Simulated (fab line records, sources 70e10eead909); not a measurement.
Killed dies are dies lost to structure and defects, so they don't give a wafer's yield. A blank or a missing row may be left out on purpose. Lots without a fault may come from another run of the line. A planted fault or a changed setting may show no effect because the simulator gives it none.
Which tool did it? | flow nand_harc | 15 lots, 45 wafers sampled, at 2 steps of a route of 1159

WHAT THE GAUGES READ, wafer by wafer
NHARC_P_ZERO_WELL_CD_MEAS_52: target cd 2000 nm. Usual: cd_nm 2000.4 nm, standard deviation 1.6.
lot  | measured    | on        | cd_nm (nm)           | flag
L364 | day 1 17:51 | cd_sem-02 | 2001.7 2001.3 1998.9 |
L367 | day 2 11:31 | cd_sem-02 | 1999.0 2000.7 2001.3 |
L369 | day 3 00:12 | cd_sem-03 | 2001.6 2004.7 2001.3 |
L370 | day 3 05:53 | cd_sem-01 | 1996.4 1998.8 2002.2 |
L371 | day 3 11:37 | cd_sem-03 | 2002.7 1998.2 1999.4 |
L374 | day 4 05:29 | cd_sem-01 | 2003.0 2002.0 1998.0 |
L375 | day 4 11:54 | cd_sem-02 | 2001.6 1999.9 2000.8 |
L376 | day 4 18:05 | cd_sem-01 | 1998.6 2000.7 1999.7 |
L377 | day 5 00:01 | cd_sem-02 | 1999.7 2002.9 1999.3 |
L379 | day 5 12:07 | cd_sem-03 | 2000.0 2000.4 1999.6 |
L380 | day 5 17:46 | cd_sem-03 | 2002.9 2001.3 2004.3 |
L381 | day 5 23:50 | cd_sem-02 | 2001.0 2003.0 2002.2 |
L383 | day 6 11:43 | cd_sem-03 | 2000.5 2001.6 2000.7 |
L384 | day 6 17:34 | cd_sem-02 | 1998.7 1999.6 1999.8 |
L386 | day 7 05:38 | cd_sem-02 | 2000.8 2001.2 2000.0 |

WHICH TOOL RAN EACH LOT (tool, then ch and the chambers of the sampled wafers, then the start)
lot  | NHARC_P_ZERO_WELL_ETCH_62
L364 | rie_diel-10 ch 0,1,2, day 1 17:51 or earlier
L367 | rie_diel-06 ch 0,2,3, day 2 11:31 or earlier
L369 | rie_diel-06 ch 0,1,3, day 3 00:12 or earlier
L370 | rie_diel-11 ch 1,2,3, day 3 05:53 or earlier
L371 | rie_diel-06 ch 1,2, day 3 11:37 or earlier
L374 | rie_diel-06 ch 0,1,2, day 4 05:29 or earlier
L375 | rie_diel-11 ch 0,1,3, day 4 11:54 or earlier
L376 | rie_diel-06 ch 1,2, day 4 18:05 or earlier
L377 | rie_diel-10 ch 0,1,3, day 5 00:01 or earlier
L379 | rie_diel-06 ch 2,3, day 5 12:07 or earlier
L380 | rie_diel-11 ch 2,3, day 5 17:46 or earlier
L381 | rie_diel-11 ch 0,1,3, day 5 23:50 or earlier
L383 | rie_diel-06 ch 1,2, day 6 11:43 or earlier
L384 | rie_diel-11 ch 1,2, day 6 17:34 or earlier
L386 | rie_diel-11 ch 1,2, day 7 05:38 or earlier
- NHARC_P_ZERO_WELL_ETCH_62: etches the open film in CHF3/Ar, target depth 13 nm, time 6.5 s.

WHAT THE TOOLS THEMSELVES READ (means of the sampled wafers that have a number; where no wafer has one, the mark that the record gives instead)
NHARC_P_ZERO_WELL_ETCH_62. Usual: drypump_motor_current_A 5.7 A, standard deviation 0.44; oes_product_au 0.963 a.u., standard deviation 0.019; rf_vpp_V 369.2 V, standard deviation 1.8; showerhead_plenum_p_Torr 2.28 Torr, standard deviation 0.072; throttle_valve_pct 20.217 %, standard deviation 0.0093.
lot  | tool        | drypump_motor_current_A (A) | oes_product_au (a.u.) | rf_vpp_V (V) | showerhead_plenum_p_Torr (Torr) | throttle_valve_pct (%) | flag
L364 | rie_diel-10 | 5.7                         | 0.961                 | 369.5        | 2.34                            | 20.222                 |
L367 | rie_diel-06 | 5.6                         | 0.977                 | 368.8        | 2.30                            | 20.207                 |
L369 | rie_diel-06 | 5.7                         | 0.931                 | 370.1        | 2.31                            | 20.216                 |
L370 | rie_diel-11 | 5.7                         | 0.927                 | 369.7        | 2.26                            | 20.220                 |
L371 | rie_diel-06 | 6.0                         | 0.981                 | 366.9        | 2.22                            | 20.221                 |
L374 | rie_diel-06 | 5.6                         | 0.970                 | 368.4        | 2.26                            | 20.224                 |
L375 | rie_diel-11 | 5.6                         | 0.968                 | 370.6        | 2.32                            | 20.221                 |
L376 | rie_diel-06 | 6.1                         | 0.980                 | 368.3        | 2.23                            | 20.226                 |
L377 | rie_diel-10 | 5.6                         | 0.962                 | 370.7        | 2.31                            | 20.215                 |
L379 | rie_diel-06 | 6.0                         | 0.961                 | 368.8        | 2.25                            | 20.218                 |
L380 | rie_diel-11 | 5.8                         | 0.949                 | 368.9        | 2.25                            | 20.233                 |
L381 | rie_diel-11 | 5.6                         | 0.967                 | 369.6        | 2.32                            | 20.220                 |
L383 | rie_diel-06 | 6.0                         | 0.956                 | 367.6        | 2.21                            | 20.217                 |
L384 | rie_diel-11 | 5.5                         | 0.983                 | 368.9        | 2.24                            | 20.213                 |
L386 | rie_diel-11 | 5.5                         | 0.925                 | 368.0        | 2.24                            | 20.205                 |

THE ANSWER, worked out from the rows above alone
Rule: a lot is off if the mean of its wafers that have a number lies more than 3 standard deviations from the usual mean. A lot without any number at a reading at which 4 lots or more have one is off too. The other lots that the step has rows for count as sound. The gauges are gone through in route order, then the tools' own readings, and for those a lot's mean is taken as printed above. The first step at which some lot is off is used, and at that step the reading that is off furthest; a lot without a number counts as furthest.
No lot is off at any reading shown: from this, nothing can be told.

WHAT THE SIMULATOR HAD PUT IN
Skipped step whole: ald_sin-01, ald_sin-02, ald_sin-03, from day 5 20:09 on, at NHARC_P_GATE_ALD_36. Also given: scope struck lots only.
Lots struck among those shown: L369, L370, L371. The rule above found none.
